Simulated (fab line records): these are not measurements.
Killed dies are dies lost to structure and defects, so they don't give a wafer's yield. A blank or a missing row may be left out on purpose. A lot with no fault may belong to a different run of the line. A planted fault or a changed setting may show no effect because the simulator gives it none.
Problem report, 8D (eight disciplines) form, completed by code | flow n5Finfet | the parts of the form that need people (team, actions taken, sign-off) are left out

1. WHAT IS WRONG
At N5_BEOL_M11_COAT_63, heaterPowerTotalW averages 823.5 W over 9 wafers from 3 lots, while fault-free wafers read 500.5 W, standard deviation 1.7. So: +99 or more standard deviations from the usual mean.
The step: time 60 s, resist thk 100 nm.
First seen on wafer L280.2, day 15 02:13, on lithoTrack-01. The record has a number at this step for 33 wafers belonging to 11 lots. Rule for "out" (also "out of limits"): further than 4 standard deviations from the usual mean. Any other wafer with a number is counted as sound.

2. WHAT THIS IS AND IS NOT
question                    | is                            | is not
which readings at this step | heaterPowerTotalW, plateTempC | dispensePressureKPa
which lots                  | L280, L283, L285              | L270, L271, L272, L275, L279, L290, L291, L292
which wafers of those lots  | all that have a number        | -
read on which tools         | lithoTrack-01                 | lithoTrack-04
when                        | from day 15 02:13             | up to then (15 sound wafers); but 9 sound wafers of L290, L291, L292 came after

3. THE SUSPECTS, EACH WITH WHAT RULES IT OUT
Counting: a tool stays on the suspect list if, at a process step up to the reading, it processed all lots that are out and no sound lot following the first of them.
- lithoTrack-01 at N5_BEOL_M11_COAT_63 (time 60 s, resist thk 100 nm): ruled out as a lasting fault. Following L280 (day 15 02:13), the first lot on it that is out, the sound lots L291, L290, L292 were run on it.
Left after counting: nothing in the record.

4. THE CAUSE (what the simulator had put in)
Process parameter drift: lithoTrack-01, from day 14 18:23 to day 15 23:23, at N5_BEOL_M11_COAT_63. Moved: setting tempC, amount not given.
Counting ruled it out, wrongly.

5. THE EFFECT CHAIN, in route order
One row per reading whose mean, taken over the struck wafers that have a number, lies over 3 standard deviations from the usual. Scope: only readings with a usual standard deviation given in the record; hours: median across lots of the time from each lot's start at the first step in this table that gives one to its start at this step; sigmas: change in usual standard deviations.
hours | step                | reading           | usual    | on struck wafers | change | sigmas
0     | N5_BEOL_M11_COAT_63 | heaterPowerTotalW | 500.5 W  | 823.5            | +323.0 | +99 or more
0     | N5_BEOL_M11_COAT_63 | plateTempC        | 250.01 C | 264.06           | +14.05 | +74
It contains these process steps:
- N5_BEOL_M11_COAT_63: time 60 s, resist thk 100 nm.

6. HOW IT WOULD HAVE BEEN CAUGHT EARLIER
In this record the first reading out of limits was taken at day 15 02:13, 8 hours after the fault began at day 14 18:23.
